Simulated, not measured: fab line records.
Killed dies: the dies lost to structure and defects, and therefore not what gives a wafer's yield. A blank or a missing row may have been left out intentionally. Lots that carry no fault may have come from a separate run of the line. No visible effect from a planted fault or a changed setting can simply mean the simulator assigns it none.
Comparing a struck lot with a sound one || flow n5_finfet || 38 out of 1938 route steps
Sound: the wafers L396.1, L396.3, L396.5. Wafers struck: L407.2, L407.4, L407.6. The cause is named last.
For every step that has rows: the tool of each side, followed by ch and its chambers, followed by its first start. Under that, the readings that differ: sound wafers || struck wafers || difference of the means || sigmas: that difference in standard deviations of wafers without a fault.
alike: same words and numbers on both sides, and readings whose means sit less than 2 such deviations apart. not compared: any withheld reading, any reading some wafer has no value for, any bound like >300 that may hide the same value, and any number with overlapping values for which the record gives no deviation.
A row with sigmas, a row that says differs or no value, or rows on one side alone: a step with any of these is where the two part. Non-overlapping numbers with no deviation appear without sigmas and do not part them. Lack of a reading on every wafer of one side parts them only where that side has two or more wafers.

first, 9 steps without rows for these wafers: N5_BEOL_M3_EBR_24; N5_BEOL_M3_SOFTBAKE_23 (time 60 s); N5_BEOL_M3_EXPOSE_25 (exposes mask V2, defocus 5 nm); N5_BEOL_M3_PEB_26 (peb time 60 s); N5_BEOL_M3_DEVELOP_27 (develop time 30 s); N5_BEOL_M3_DESCUM_33 (chemistry O2, time 7 s); N5_BEOL_M3_ETCH_77 (etches underlayer in N2/H2, target depth 6.5 nm, time 5.2 s); N5_BEOL_M3_ETCH_69 (etches SiARC in CF4, target depth 15.6 nm, time 26 s); N5_BEOL_M3_ALD_98 (deposits SiO2, target thk 2.5 nm, pulse time 1 s, co reactant pulse time 1 s).
N5_BEOL_M3_ETCHBACK_99: etches SiO2 in CHF3, target depth 5 nm, time 10.4 s.
  sound on rie_diel-03 ch 1,2, day 7 14:59; struck on rie_diel-04 ch 2,3, day 11 03:43
  alike: CHF3_flow_sccm, drypump_motor_current_A, oes_product_au, rf_vpp_V, showerhead_plenum_p_Torr, throttle_valve_pct
  not compared: rf_hours_counter_h
then, 27 steps without rows for these wafers: N5_BEOL_M3_ETCH_70 (etches SOC in N2/H2, target depth 80 nm, overetch 16 nm, time 120 s); N5_BEOL_M3_STRIP_71 (strips in N2/H2); N5_BEOL_M3_STRIP_78 (strips in N2/H2); N5_BEOL_M3_VIA_ETCH_34 (etches the open film in C4F6/O2, target depth 69.4 nm, time 65.9 s); N5_BEOL_M3_STRIP_83 (strips in C4F6/O2); N5_BEOL_M3_STRIP_36 (strips in N2/H2); N5_BEOL_M3_TRENCH_ETCH_37 (etches SiOC in C4F6/O2, target depth 55.555 nm, time 29.2 s); N5_BEOL_M3_ETCH_41 (etches SiCN in CH3F/O2, target depth 29.9 nm, time 52.5 s); N5_BEOL_M3_STRIP_97 (strips in N2/H2, time 10 s); N5_BEOL_M3_HM_STRIP_39 (strips TiN in peroxide tin strip, target depth 25 nm, time 158 s); N5_BEOL_M3_SRD_40 (time 30 s); N5_BEOL_M3_PRECLEAN_42 (cleans in residue remover, time 60 s); N5_BEOL_M3_SRD_43 (time 30 s); N5_BEOL_M3_DEGAS_44 (time 60 s); N5_BEOL_M3_PRE_CLEAN_45 (time 30 s); N5_BEOL_M3_ALD_84 (deposits TaN, pulse time 2 s, purge time 3 s, co reactant purge time 2 s); N5_BEOL_M3_SURFACE_TREAT_85; N5_BEOL_M3_CVD_47 (deposits Co from CCTBA/H2, target thk 3 nm, time 223.8 s); N5_BEOL_M3_SPUTTER_48 (material Cu, target thk 4.5 nm, time 8.29 s); N5_BEOL_M3_ANNEAL_49 (time 240 s); N5_BEOL_M3_SPUTTER_79 (material Cu, target thk 4.5 nm, time 8.29 s); N5_BEOL_M3_ANNEAL_80 (time 240 s); N5_BEOL_M3_SPUTTER_81 (material Cu, target thk 4.5 nm, time 8.29 s); N5_BEOL_M3_ANNEAL_82 (time 240 s); N5_BEOL_M3_SPUTTER_86 (material Cu, target thk 4.5 nm, time 8.29 s); N5_BEOL_M3_ANNEAL_87 (time 240 s); N5_BEOL_M3_SPUTTER_88 (material Cu, target thk 4.5 nm, time 8.29 s).
-- a jump in the record: the struck wafers' starts before and after are 5 days apart (it breaks off in module BEOL_M3 and resumes in module PASSIVATION, where the first step shown is number 1936 of the route) --
N5_PASSIVATION_PROBE_49:
  only the struck wafers here have rows in the record (prober-01, day 16 08:53); the sound ones have none

## WHERE THEY PART
Only at N5_PASSIVATION_PROBE_49, within this record.

WHY: what had been put in by the simulator
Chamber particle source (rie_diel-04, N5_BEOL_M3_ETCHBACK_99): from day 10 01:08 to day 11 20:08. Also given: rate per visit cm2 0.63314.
